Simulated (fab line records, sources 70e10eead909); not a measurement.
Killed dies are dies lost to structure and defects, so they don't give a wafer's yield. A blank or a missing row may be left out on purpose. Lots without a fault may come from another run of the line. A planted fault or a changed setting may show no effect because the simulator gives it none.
Which tool did it? | flow nand_harc | 12 lots, 36 wafers sampled, at 6 steps of a route of 1302

WHAT THE GAUGES READ, wafer by wafer
NHARC_A_CONTACT_CD_MEAS_15.
lot  | measured     | on        | cd_nm (nm)
L075 | day 22 18:23 | cd_sem-02 | 189.9 189.9 190.4
L077 | day 23 07:13 | cd_sem-03 | 190.7 190.6 189.9
L078 | day 23 21:04 | cd_sem-02 | 189.6 190.1 189.8
L081 | day 25 20:35 | cd_sem-03 | 190.5 190.3 190.5
L082 | day 26 03:01 | cd_sem-01 | 188.8 189.0 188.7
L084 | day 26 03:10 | cd_sem-03 | 190.7 190.9 190.6
L089 | day 28 14:07 | cd_sem-01 | 189.7 190.0 189.9
L088 | day 29 02:08 | cd_sem-01 | 190.5 191.1 190.8
L093 | day 29 14:23 | cd_sem-02 | 190.7 190.9 190.5
L092 | day 30 08:35 | cd_sem-01 | 189.2 190.0 189.0
L095 | day 30 23:11 | cd_sem-03 | 189.1 188.8 188.4
L096 | day 33 08:18 | cd_sem-03 | 189.3 190.7 190.4

WHICH TOOL RAN EACH LOT (tool, then ch and the chambers of the sampled wafers, then the start)
lot  | NHARC_A_SLIT_DEP_00           | NHARC_A_WL_FILL_ALD_00           | NHARC_A_CONTACT_DESCUM_74          | NHARC_A_CONTACT_ETCH_75            | NHARC_A_CONTACT_ETCH_138
L075 | acl_dep-03 ch 0, day 20 00:21 | ald_hk-03 ch 1,2,3, day 20 20:11 | rie_diel-07 ch 0,1,3, day 22 07:29 | rie_diel-07 ch 0,1,2, day 22 07:35 | har_cap_etch-02 ch 0,1, day 22 17:20
L077 | acl_dep-03 ch 0, day 20 13:28 | ald_hk-02 ch 0,1,3, day 21 07:10 | rie_diel-07 ch 0,3, day 22 18:25   | rie_diel-07 ch 0,1,3, day 22 18:32 | har_cap_etch-03 ch 0,1, day 23 06:12
L078 | acl_dep-01 ch 0, day 21 06:22 | ald_hk-03 ch 0,1,2, day 21 23:15 | rie_diel-12 ch 0,2,3, day 23 09:50 | rie_diel-12 ch 2,3, day 23 09:59   | har_cap_etch-01 ch 0,1, day 23 20:04
L081 | acl_dep-01 ch 0, day 22 14:06 | ald_hk-03 ch 0,2,3, day 23 09:51 | rie_diel-07 ch 1,2, day 25 06:18   | rie_diel-07 ch 0,3, day 25 06:23   | har_cap_etch-02 ch 0,1, day 25 19:35
L082 | acl_dep-03 ch 0, day 22 22:41 | ald_hk-02 ch 0,2,3, day 23 18:01 | rie_diel-07 ch 1,2, day 25 13:38   | rie_diel-07 ch 0,3, day 25 13:43   | har_cap_etch-02 ch 0,1, day 26 01:53
L084 | acl_dep-03 ch 0, day 23 09:35 | ald_hk-02 ch 0,1,2, day 24 04:37 | rie_diel-12 ch 0,1,3, day 25 14:34 | rie_diel-12 ch 1,2,3, day 25 14:38 | har_cap_etch-03 ch 0,1, day 26 02:07
L089 | acl_dep-03 ch 0, day 25 12:49 | ald_hk-02 ch 0,1,2, day 26 06:48 | rie_diel-11 ch 0,3, day 27 23:13   | rie_diel-11 ch 1,2,3, day 27 23:19 | har_cap_etch-03 ch 0,1, day 28 13:05
L088 | acl_dep-01 ch 0, day 26 03:34 | ald_hk-02 ch 0,2,3, day 26 21:47 | rie_diel-11 ch 0,1,2, day 28 09:06 | rie_diel-11 ch 0,1,3, day 28 09:11 | har_cap_etch-03 ch 0,1, day 29 01:05
L093 | acl_dep-03 ch 0, day 26 16:18 | ald_hk-04 ch 0,2,3, day 27 10:29 | rie_diel-07 ch 0,3, day 29 02:19   | rie_diel-07 ch 0,1,3, day 29 02:24 | har_cap_etch-02 ch 0,1, day 29 13:12
L092 | acl_dep-03 ch 0, day 27 10:07 | ald_hk-02 ch 0,2, day 28 03:50   | rie_diel-07 ch 1,2,3, day 29 20:20 | rie_diel-07 ch 0,2,3, day 29 20:25 | har_cap_etch-01 ch 0,1, day 30 07:27
L095 | acl_dep-03 ch 0, day 28 01:22 | ald_hk-04 ch 1,2, day 28 18:53   | rie_diel-07 ch 0,1,3, day 30 09:29 | rie_diel-07 ch 1,2,3, day 30 09:34 | har_cap_etch-01 ch 0,1, day 30 21:20
L096 | acl_dep-02 ch 0, day 30 06:15 | ald_hk-03 ch 1,2,3, day 31 03:47 | rie_diel-07 ch 2,3, day 32 21:06   | rie_diel-07 ch 0,1,2, day 32 21:11 | har_cap_etch-03 ch 0,1, day 33 07:18
- NHARC_A_SLIT_DEP_00: deposits aC, target thk 6200 nm.
- NHARC_A_WL_FILL_ALD_00: deposits Al2O3, target thk 3 nm, pulse time 3 s, ald cycles 30.
- NHARC_A_CONTACT_DESCUM_74: chemistry O2, time 3 s.
- NHARC_A_CONTACT_ETCH_75: etches the open film in CF4, target depth 39 nm, time 65 s.
- NHARC_A_CONTACT_ETCH_138: etches the open film in C4F8/O2/Ar, time 311 s, target depth 1914 nm.

THE ANSWER, worked out from the rows above alone
Rule: what is usual is taken from the lots themselves. Put in order of their means at a reading, lots are off if they are a third of the lots or fewer, leave a main group of 4 or more, and stand apart from it by a gap of 3 or more times the standard deviation of the main group's means; of several such gaps the widest counts. A main group whose means are all the same, to the digits that the tables above print for the reading, isn't used. A lot without any number at a reading at which 4 lots or more have one is off too. The other lots that the step has rows for count as sound.
No lot is off at any reading shown: from this, nothing can be told.

WHAT THE SIMULATOR HAD PUT IN
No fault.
